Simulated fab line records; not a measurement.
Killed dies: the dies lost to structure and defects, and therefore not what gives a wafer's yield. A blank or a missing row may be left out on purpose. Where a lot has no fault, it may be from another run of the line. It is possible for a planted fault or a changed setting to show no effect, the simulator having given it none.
Which tool did it? :: flow nand_harc :: 42 wafers from 14 lots sampled at 4 of the route's 1302 steps

WHAT THE GAUGES READ, wafer by wafer
Not one reading of a measure or inspect step in the record can be checked against a usual standard deviation.

WHAT TOOL EACH LOT RAN ON (gives the tool, then ch and the chambers of the sampled wafers, and finally the start)
lot: L469
NHARC_A_CHANNEL_HOLE_D2_DESCUM_15: rie_diel-05 ch 0,1,2, day 13 05:20
NHARC_A_CHANNEL_HOLE_D2_ETCH_39: rie_diel-05 ch 0,1, day 13 22:30 or earlier
NHARC_A_CHANNEL_FILL_D2_ALD_02: ald_hk-04 ch 1,2, day 13 22:30
NHARC_A_CHANNEL_FILL_D2_ETCHBACK_19: rie_si-02 ch 1,2,3, day 14 22:04

lot: L472
NHARC_A_CHANNEL_HOLE_D2_DESCUM_15: rie_diel-02 ch 2,3, day 14 09:26
NHARC_A_CHANNEL_HOLE_D2_ETCH_39: rie_diel-02 ch 1,2,3, day 14 16:31 or earlier
NHARC_A_CHANNEL_FILL_D2_ALD_02: ald_hk-04 ch 1,2, day 14 16:31
NHARC_A_CHANNEL_FILL_D2_ETCHBACK_19: rie_si-04 ch 1,3, day 15 16:46

lot: L477
NHARC_A_CHANNEL_HOLE_D2_DESCUM_15: rie_diel-02 ch 1,3, day 17 08:31
NHARC_A_CHANNEL_HOLE_D2_ETCH_39: rie_diel-02 ch 0,1, day 17 16:43 or earlier
NHARC_A_CHANNEL_FILL_D2_ALD_02: ald_hk-02 ch 1,3, day 17 16:43
NHARC_A_CHANNEL_FILL_D2_ETCHBACK_19: rie_si-02 ch 2,3, day 18 16:11

lot: L473
NHARC_A_CHANNEL_HOLE_D2_DESCUM_15: rie_diel-05 ch 1,3, day 17 09:31
NHARC_A_CHANNEL_HOLE_D2_ETCH_39: rie_diel-05 ch 0,1,3, day 17 20:53 or earlier
NHARC_A_CHANNEL_FILL_D2_ALD_02: ald_hk-02 ch 1,3, day 17 20:53
NHARC_A_CHANNEL_FILL_D2_ETCHBACK_19: rie_si-03 ch 1,3, day 18 20:24

lot: L476
NHARC_A_CHANNEL_HOLE_D2_DESCUM_15: rie_diel-11 ch 0,2, day 17 10:25
NHARC_A_CHANNEL_HOLE_D2_ETCH_39: rie_diel-11 ch 1,2,3, day 17 21:47 or earlier
NHARC_A_CHANNEL_FILL_D2_ALD_02: ald_hk-01 ch 1,2, day 17 21:47
NHARC_A_CHANNEL_FILL_D2_ETCHBACK_19: rie_si-04 ch 1,2,3, day 18 20:26

lot: L474
NHARC_A_CHANNEL_HOLE_D2_DESCUM_15: rie_diel-05 ch 0,1, day 17 20:21
NHARC_A_CHANNEL_HOLE_D2_ETCH_39: rie_diel-05 ch 2,3, day 19 02:23 or earlier
NHARC_A_CHANNEL_FILL_D2_ALD_02: ald_hk-02 ch 0,2,3, day 19 02:23
NHARC_A_CHANNEL_FILL_D2_ETCHBACK_19: rie_si-04 ch 0,1,2, day 20 03:36

lot: L479
NHARC_A_CHANNEL_HOLE_D2_DESCUM_15: rie_diel-02 ch 0,1, day 17 21:32
NHARC_A_CHANNEL_HOLE_D2_ETCH_39: rie_diel-02 ch 1,2,3, day 18 09:01 or earlier
NHARC_A_CHANNEL_FILL_D2_ALD_02: ald_hk-01 ch 0,2, day 18 09:01
NHARC_A_CHANNEL_FILL_D2_ETCHBACK_19: rie_si-03 ch 2,3, day 19 08:56

lot: L480
NHARC_A_CHANNEL_HOLE_D2_DESCUM_15: rie_diel-02 ch 1,3, day 18 02:32
NHARC_A_CHANNEL_HOLE_D2_ETCH_39: rie_diel-02 ch 0,1,3, day 19 01:26 or earlier
NHARC_A_CHANNEL_FILL_D2_ALD_02: ald_hk-01 ch 0,2,3, day 19 01:26
NHARC_A_CHANNEL_FILL_D2_ETCHBACK_19: rie_si-03 ch 1,2,3, day 20 03:32

lot: L481
NHARC_A_CHANNEL_HOLE_D2_DESCUM_15: rie_diel-11 ch 0,1,2, day 18 06:11
NHARC_A_CHANNEL_HOLE_D2_ETCH_39: rie_diel-11 ch 0,1,2, day 19 05:34 or earlier
NHARC_A_CHANNEL_FILL_D2_ALD_02: ald_hk-02 ch 0,2,3, day 19 05:34
NHARC_A_CHANNEL_FILL_D2_ETCHBACK_19: rie_si-04 ch 0,2,3, day 20 03:30

lot: L483
NHARC_A_CHANNEL_HOLE_D2_DESCUM_15: rie_diel-05 ch 0,2, day 19 01:48
NHARC_A_CHANNEL_HOLE_D2_ETCH_39: rie_diel-05 ch 0,2,3, day 19 11:01 or earlier
NHARC_A_CHANNEL_FILL_D2_ALD_02: ald_hk-04 ch 1,3, day 19 11:01
NHARC_A_CHANNEL_FILL_D2_ETCHBACK_19: rie_si-02 ch 0,2,3, day 20 11:10

lot: L484
NHARC_A_CHANNEL_HOLE_D2_DESCUM_15: rie_diel-05 ch 1,2,3, day 19 03:41
NHARC_A_CHANNEL_HOLE_D2_ETCH_39: rie_diel-05 ch 1,2,3, day 19 17:55 or earlier
NHARC_A_CHANNEL_FILL_D2_ALD_02: ald_hk-04 ch 0,2,3, day 19 17:55
NHARC_A_CHANNEL_FILL_D2_ETCHBACK_19: rie_si-04 ch 0,1,3, day 20 17:52

lot: L486
NHARC_A_CHANNEL_HOLE_D2_DESCUM_15: rie_diel-02 ch 1,2, day 19 19:58
NHARC_A_CHANNEL_HOLE_D2_ETCH_39: rie_diel-02 ch 0,1, day 20 05:22 or earlier
NHARC_A_CHANNEL_FILL_D2_ALD_02: ald_hk-02 ch 0,1, day 20 05:22
NHARC_A_CHANNEL_FILL_D2_ETCHBACK_19: rie_si-04 ch 0,1, day 21 07:32

lot: L485
NHARC_A_CHANNEL_HOLE_D2_DESCUM_15: rie_diel-11 ch 1,3, day 19 20:32
NHARC_A_CHANNEL_HOLE_D2_ETCH_39: rie_diel-11 ch 0,1, day 20 05:51 or earlier
NHARC_A_CHANNEL_FILL_D2_ALD_02: ald_hk-02 ch 0,2,3, day 20 05:51
NHARC_A_CHANNEL_FILL_D2_ETCHBACK_19: rie_si-03 ch 1,3, day 21 07:32

lot: L492
NHARC_A_CHANNEL_HOLE_D2_DESCUM_15: rie_diel-11 ch 0,1,3, day 23 15:02
NHARC_A_CHANNEL_HOLE_D2_ETCH_39: rie_diel-11 ch 1,3, day 23 22:11 or earlier
NHARC_A_CHANNEL_FILL_D2_ALD_02: ald_hk-04 ch 2,3, day 23 22:11
NHARC_A_CHANNEL_FILL_D2_ETCHBACK_19: rie_si-03 ch 1,3, day 24 22:01
- NHARC_A_CHANNEL_HOLE_D2_DESCUM_15: chemistry O2, time 3 s.
- NHARC_A_CHANNEL_HOLE_D2_ETCH_39: etches the open film in N2/H2, target depth 260 nm, time 325 s.
- NHARC_A_CHANNEL_FILL_D2_ALD_02: deposits SiO2, target thk 6 nm, pulse time 10 s, ald cycles 60.
- NHARC_A_CHANNEL_FILL_D2_ETCHBACK_19: etches the open film in HBr/Cl2, target depth 5 nm, time 1.7 s.

AS READ BY THE TOOLS THEMSELVES (means over the sampled wafers that have a number; for cases with no such wafer, the mark the record gives instead)
NHARC_A_CHANNEL_HOLE_D2_DESCUM_15.
lot: L469
tool: rie_diel-05
drypump_motor_current_A (A): 5.5
oes_product_au (a.u.): 1.009
rf_vpp_V (V): 58.2
showerhead_plenum_p_Torr (Torr): 1.93
throttle_valve_pct (%): 11.302

lot: L472
tool: rie_diel-02
drypump_motor_current_A (A): 5.8
oes_product_au (a.u.): 0.982
rf_vpp_V (V): 57.7
showerhead_plenum_p_Torr (Torr): 1.90
throttle_valve_pct (%): 11.317

lot: L477
tool: rie_diel-02
drypump_motor_current_A (A): 5.8
oes_product_au (a.u.): 0.999
rf_vpp_V (V): 57.5
showerhead_plenum_p_Torr (Torr): 1.88
throttle_valve_pct (%): 11.312

lot: L473
tool: rie_diel-05
drypump_motor_current_A (A): 5.7
oes_product_au (a.u.): 1.011
rf_vpp_V (V): 57.8
showerhead_plenum_p_Torr (Torr): 1.89
throttle_valve_pct (%): 11.315

lot: L476
tool: rie_diel-11
drypump_motor_current_A (A): 5.7
oes_product_au (a.u.): 0.994
rf_vpp_V (V): 57.7
showerhead_plenum_p_Torr (Torr): 1.94
throttle_valve_pct (%): 11.304

lot: L474
tool: rie_diel-05
drypump_motor_current_A (A): 5.7
oes_product_au (a.u.): 1.011
rf_vpp_V (V): 58.2
showerhead_plenum_p_Torr (Torr): 1.95
throttle_valve_pct (%): 11.305

lot: L479
tool: rie_diel-02
drypump_motor_current_A (A): 5.6
oes_product_au (a.u.): 1.006
rf_vpp_V (V): 57.2
showerhead_plenum_p_Torr (Torr): 1.94
throttle_valve_pct (%): 11.321

lot: L480
tool: rie_diel-02
drypump_motor_current_A (A): 5.8
oes_product_au (a.u.): 0.995
rf_vpp_V (V): 58.1
showerhead_plenum_p_Torr (Torr): 1.88
throttle_valve_pct (%): 11.316

lot: L481
tool: rie_diel-11
drypump_motor_current_A (A): 5.5
oes_product_au (a.u.): 0.989
rf_vpp_V (V): 57.8
showerhead_plenum_p_Torr (Torr): 1.87
throttle_valve_pct (%): 11.310

lot: L483
tool: rie_diel-05
drypump_motor_current_A (A): 5.4
oes_product_au (a.u.): 1.010
rf_vpp_V (V): 57.9
showerhead_plenum_p_Torr (Torr): 1.91
throttle_valve_pct (%): 11.311

lot: L484
tool: rie_diel-05
drypump_motor_current_A (A): 5.6
oes_product_au (a.u.): 1.011
rf_vpp_V (V): 56.7
showerhead_plenum_p_Torr (Torr): 1.87
throttle_valve_pct (%): 11.313

lot: L486
tool: rie_diel-02
drypump_motor_current_A (A): 5.9
oes_product_au (a.u.): 1.001
rf_vpp_V (V): 57.4
showerhead_plenum_p_Torr (Torr): 1.85
throttle_valve_pct (%): 11.306

lot: L485
tool: rie_diel-11
drypump_motor_current_A (A): 5.8
oes_product_au (a.u.): 0.998
rf_vpp_V (V): 56.6
showerhead_plenum_p_Torr (Torr): 1.86
throttle_valve_pct (%): 11.311

lot: L492
tool: rie_diel-11
drypump_motor_current_A (A): 5.9
oes_product_au (a.u.): 0.990
rf_vpp_V (V): 57.9
showerhead_plenum_p_Torr (Torr): 1.92
throttle_valve_pct (%): 11.309

NHARC_A_CHANNEL_HOLE_D2_ETCH_39.
lot: L469
tool: rie_diel-05
drypump_motor_current_A (A): 5.9
oes_product_au (a.u.): 1.006
rf_vpp_V (V): 431.3
showerhead_plenum_p_Torr (Torr): 2.08
throttle_valve_pct (%): 14.172

lot: L472
tool: rie_diel-02
drypump_motor_current_A (A): 5.8
oes_product_au (a.u.): 0.979
rf_vpp_V (V): 429.0
showerhead_plenum_p_Torr (Torr): 2.00
throttle_valve_pct (%): 14.176

lot: L477
tool: rie_diel-02
drypump_motor_current_A (A): 5.8
oes_product_au (a.u.): 1.003
rf_vpp_V (V): 429.4
showerhead_plenum_p_Torr (Torr): 2.01
throttle_valve_pct (%): 14.175

lot: L473
tool: rie_diel-05
drypump_motor_current_A (A): 5.9
oes_product_au (a.u.): 1.004
rf_vpp_V (V): 430.2
showerhead_plenum_p_Torr (Torr): 2.02
throttle_valve_pct (%): 14.166

lot: L476
tool: rie_diel-11
drypump_motor_current_A (A): 5.7
oes_product_au (a.u.): 1.005
rf_vpp_V (V): 428.4
showerhead_plenum_p_Torr (Torr): 2.01
throttle_valve_pct (%): 14.171

lot: L474
tool: rie_diel-05
drypump_motor_current_A (A): 5.4
oes_product_au (a.u.): 1.011
rf_vpp_V (V): 429.0
showerhead_plenum_p_Torr (Torr): 1.98
throttle_valve_pct (%): 14.171

lot: L479
tool: rie_diel-02
drypump_motor_current_A (A): 5.8
oes_product_au (a.u.): 0.995
rf_vpp_V (V): 429.3
showerhead_plenum_p_Torr (Torr): 2.00
throttle_valve_pct (%): 14.173

lot: L480
tool: rie_diel-02
drypump_motor_current_A (A): 5.8
oes_product_au (a.u.): 1.000
rf_vpp_V (V): 430.4
showerhead_plenum_p_Torr (Torr): 2.04
throttle_valve_pct (%): 14.175

lot: L481
tool: rie_diel-11
drypump_motor_current_A (A): 5.6
oes_product_au (a.u.): 0.995
rf_vpp_V (V): 429.2
showerhead_plenum_p_Torr (Torr): 2.00
throttle_valve_pct (%): 14.174

lot: L483
tool: rie_diel-05
drypump_motor_current_A (A): 5.7
oes_product_au (a.u.): 1.006
rf_vpp_V (V): 430.4
showerhead_plenum_p_Torr (Torr): 2.00
throttle_valve_pct (%): 14.175

lot: L484
tool: rie_diel-05
drypump_motor_current_A (A): 5.6
oes_product_au (a.u.): 1.009
rf_vpp_V (V): 429.0
showerhead_plenum_p_Torr (Torr): 2.00
throttle_valve_pct (%): 14.167

lot: L486
tool: rie_diel-02
drypump_motor_current_A (A): 5.7
oes_product_au (a.u.): 0.991
rf_vpp_V (V): 431.8
showerhead_plenum_p_Torr (Torr): 2.07
throttle_valve_pct (%): 14.174

lot: L485
tool: rie_diel-11
drypump_motor_current_A (A): 5.6
oes_product_au (a.u.): 0.992
rf_vpp_V (V): 427.5
showerhead_plenum_p_Torr (Torr): 1.96
throttle_valve_pct (%): 14.169

lot: L492
tool: rie_diel-11
drypump_motor_current_A (A): 5.8
oes_product_au (a.u.): 0.983
rf_vpp_V (V): 429.4
showerhead_plenum_p_Torr (Torr): 1.97
throttle_valve_pct (%): 14.165

NHARC_A_CHANNEL_FILL_D2_ALD_02.
lot: L469
tool: ald_hk-04
heater_power_w (W): 466
precursor_pulse_height_rel: 1.008

lot: L472
tool: ald_hk-04
heater_power_w (W): 469
precursor_pulse_height_rel: 0.987

lot: L477
tool: ald_hk-02
heater_power_w (W): 499
precursor_pulse_height_rel: 0.994

lot: L473
tool: ald_hk-02
heater_power_w (W): 513
precursor_pulse_height_rel: 1.010

lot: L476
tool: ald_hk-01
heater_power_w (W): 479
precursor_pulse_height_rel: 1.013

lot: L474
tool: ald_hk-02
heater_power_w (W): 464
precursor_pulse_height_rel: 0.987

lot: L479
tool: ald_hk-01
heater_power_w (W): 441
precursor_pulse_height_rel: 1.018

lot: L480
tool: ald_hk-01
heater_power_w (W): 458
precursor_pulse_height_rel: 1.002

lot: L481
tool: ald_hk-02
heater_power_w (W): 457
precursor_pulse_height_rel: 1.008

lot: L483
tool: ald_hk-04
heater_power_w (W): 417
precursor_pulse_height_rel: 0.992

lot: L484
tool: ald_hk-04
heater_power_w (W): 463
precursor_pulse_height_rel: 1.018

lot: L486
tool: ald_hk-02
heater_power_w (W): 488
precursor_pulse_height_rel: 0.998

lot: L485
tool: ald_hk-02
heater_power_w (W): 470
precursor_pulse_height_rel: 0.986

lot: L492
tool: ald_hk-04
heater_power_w (W): 443
precursor_pulse_height_rel: 1.010

NHARC_A_CHANNEL_FILL_D2_ETCHBACK_19.
lot: L469
tool: rie_si-02
drypump_motor_current_A (A): 6.3
oes_product_au (a.u.): 1.008
throttle_valve_pct (%): 26.408

lot: L472
tool: rie_si-04
drypump_motor_current_A (A): 5.9
oes_product_au (a.u.): 0.999
throttle_valve_pct (%): 26.407

lot: L477
tool: rie_si-02
drypump_motor_current_A (A): 6.5
oes_product_au (a.u.): 0.994
throttle_valve_pct (%): 26.412

lot: L473
tool: rie_si-03
drypump_motor_current_A (A): 5.7
oes_product_au (a.u.): 0.993
throttle_valve_pct (%): 26.399

lot: L476
tool: rie_si-04
drypump_motor_current_A (A): 5.9
oes_product_au (a.u.): 0.999
throttle_valve_pct (%): 26.409

lot: L474
tool: rie_si-04
drypump_motor_current_A (A): 5.8
oes_product_au (a.u.): 1.011
throttle_valve_pct (%): 26.408

lot: L479
tool: rie_si-03
drypump_motor_current_A (A): 5.3
oes_product_au (a.u.): 1.005
throttle_valve_pct (%): 26.400

lot: L480
tool: rie_si-03
drypump_motor_current_A (A): 5.4
oes_product_au (a.u.): 0.989
throttle_valve_pct (%): 26.409

lot: L481
tool: rie_si-04
drypump_motor_current_A (A): 5.7
oes_product_au (a.u.): 1.003
throttle_valve_pct (%): 26.411

lot: L483
tool: rie_si-02
drypump_motor_current_A (A): 6.1
oes_product_au (a.u.): 1.005
throttle_valve_pct (%): 26.402

lot: L484
tool: rie_si-04
drypump_motor_current_A (A): 5.8
oes_product_au (a.u.): 0.915
throttle_valve_pct (%): 26.402

lot: L486
tool: rie_si-04
drypump_motor_current_A (A): 5.9
oes_product_au (a.u.): 0.913
throttle_valve_pct (%): 26.403

lot: L485
tool: rie_si-03
drypump_motor_current_A (A): 5.7
oes_product_au (a.u.): 0.996
throttle_valve_pct (%): 26.415

lot: L492
tool: rie_si-03
drypump_motor_current_A (A): 5.7
oes_product_au (a.u.): 0.990
throttle_valve_pct (%): 26.404

THE ANSWER, worked out from the rows above alone
Rule: the usual values come from the lots themselves. The widest of any qualifying gaps counts: lots, ordered by their means at a reading, are off when they make up no more than a third of the lots, leave a main group of 4 or more, and stand apart from it by 3 or more times the standard deviation of that group's means. A main group is skipped when, at the precision printed for the reading in the tables above, its means are all equal. A lot without any number at a reading at which 4 lots or more have one is off too. All remaining lots with rows at the step are treated as sound. Order of review: gauges by route order, followed by the tools' own readings, for which a lot's mean as printed above is used. At the first step where some lot is off, the reading lying furthest off is the one used; lots without a number count as furthest.
Off: L484, L486 (NHARC_A_CHANNEL_FILL_D2_ETCHBACK_19, oes_product_au). Mean 0.999 a.u. and standard deviation 0.0068 in the main group.
A tool fits if, at that step or a process step before it, it ran every lot that is off, and no sound lot after the first of them. NHARC_A_CHANNEL_HOLE_D2_ETCH_39 gives no start for some lots, so the hours and the order of its lots are those of NHARC_A_CHANNEL_FILL_D2_ALD_02. One fits: NHARC_A_CHANNEL_FILL_D2_ETCHBACK_19 on rie_si-04. A fault onset in the window from L474 (day 20 03:36, its last sound lot) to L484 (day 20 17:52, its first lot off) fits.
On the lots that are off, the tool's own readings at NHARC_A_CHANNEL_FILL_D2_ETCHBACK_19 differ by more than 5 times the standard deviation of the sound lots' means, which bears it out; oes_product_au reads 0.914 a.u. there versus 0.999 a.u. on the sound lots.

WHAT HAD BEEN PUT IN BY THE SIMULATOR
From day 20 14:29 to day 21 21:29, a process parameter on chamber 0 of rie_si-04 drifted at NHARC_A_CHANNEL_FILL_D2_ETCHBACK_19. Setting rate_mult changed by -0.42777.
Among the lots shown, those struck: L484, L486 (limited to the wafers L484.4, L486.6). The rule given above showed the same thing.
